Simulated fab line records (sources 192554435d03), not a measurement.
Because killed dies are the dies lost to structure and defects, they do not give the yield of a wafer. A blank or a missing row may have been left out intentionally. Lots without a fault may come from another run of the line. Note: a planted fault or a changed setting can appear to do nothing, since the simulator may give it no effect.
Problem report, 8D (eight disciplines) form, completed by code | flow n5_finfet | the parts of the form that need people (team, actions taken, sign-off) are left out

## 1. PROBLEM STATEMENT
At N5_BEOL_M7_EXPOSE_08, exposure_dose_mJ_cm2 averages 66.42 over 6 wafers from 2 lots, while fault-free wafers read 68.19, standard deviation 0.066. That puts it -27 standard deviations away from the usual mean.
The step: exposes mask M7.
First seen on wafer L636.1, day 13 16:42, on arfi_scanner-02. At this step, 17 wafers from 6 lots have a number in the record. Rule for "out", or "out of limits": more than 4 standard deviations from the usual mean. Any other wafer with a number is counted as sound.

## 2. WHAT IT IS AND WHAT IT IS NOT
question                    | is                     | is not
which readings at this step | exposure_dose_mJ_cm2   | -
which lots                  | L636, L640             | L629, L631, L637, L644
which wafers of those lots  | all that have a number | -
read on which tools         | arfi_scanner-02        | arfi_scanner-03
when                        | from day 13 16:42      | up to then (6 sound wafers); but 5 sound wafers of L637, L644 came after

## 3. WHAT RULES OUT EACH SUSPECT
Counting: any tool at a process step up to the reading is kept as a suspect provided that every lot that is out went through it and no sound lot did after the first of them.
- arfi_scanner-02 at N5_BEOL_M7_EXPOSE_08 (exposes mask M7): kept. All lots that are out passed through it, beginning with L636 at day 13 16:42, and no sound lot followed; its final sound lot before that point was L631 at day 11 03:10. Its own readings are out on those wafers: exposure_dose_mJ_cm2.
After counting, what remains is arfi_scanner-02 at N5_BEOL_M7_EXPOSE_08.

## 4. THE CAUSE (what the simulator had put in)
Process parameter drift: arfi_scanner-02, from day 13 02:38 on, at N5_BEOL_M7_EXPOSE_08. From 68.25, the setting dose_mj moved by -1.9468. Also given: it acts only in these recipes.
Only this tool survived the counting.

## 5. THE EFFECT CHAIN, in route order
Each row: a reading whose mean over the struck wafers that have a number lies more than 3 standard deviations from the usual. Only readings whose record carries a usual standard deviation are examined. hours: median over the lots of the time between each lot's start at the first step of this table that gives one and its start at this step. sigmas: the change, counted in usual standard deviations.
hours | step                 | reading              | usual | on struck wafers | change | sigmas
0     | N5_BEOL_M7_EXPOSE_08 | exposure_dose_mJ_cm2 | 68.19 | 66.42            | -1.77  | -27
Process steps it contains:
- N5_BEOL_M7_EXPOSE_08: exposes mask M7.
Later measuring or inspecting steps at which every struck wafer that the step has a row for has a number for every such reading, and none has moved that far: N5_BEOL_M7_CD_MEAS_11, N5_BEOL_M7_OVL_MEAS_12, N5_BEOL_M7_INSPECT_13.

## 6. HOW IT WOULD HAVE BEEN CAUGHT EARLIER
14 hours passed between the start of the fault at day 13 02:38 and the first reading out of limits in this record, taken at day 13 16:42.
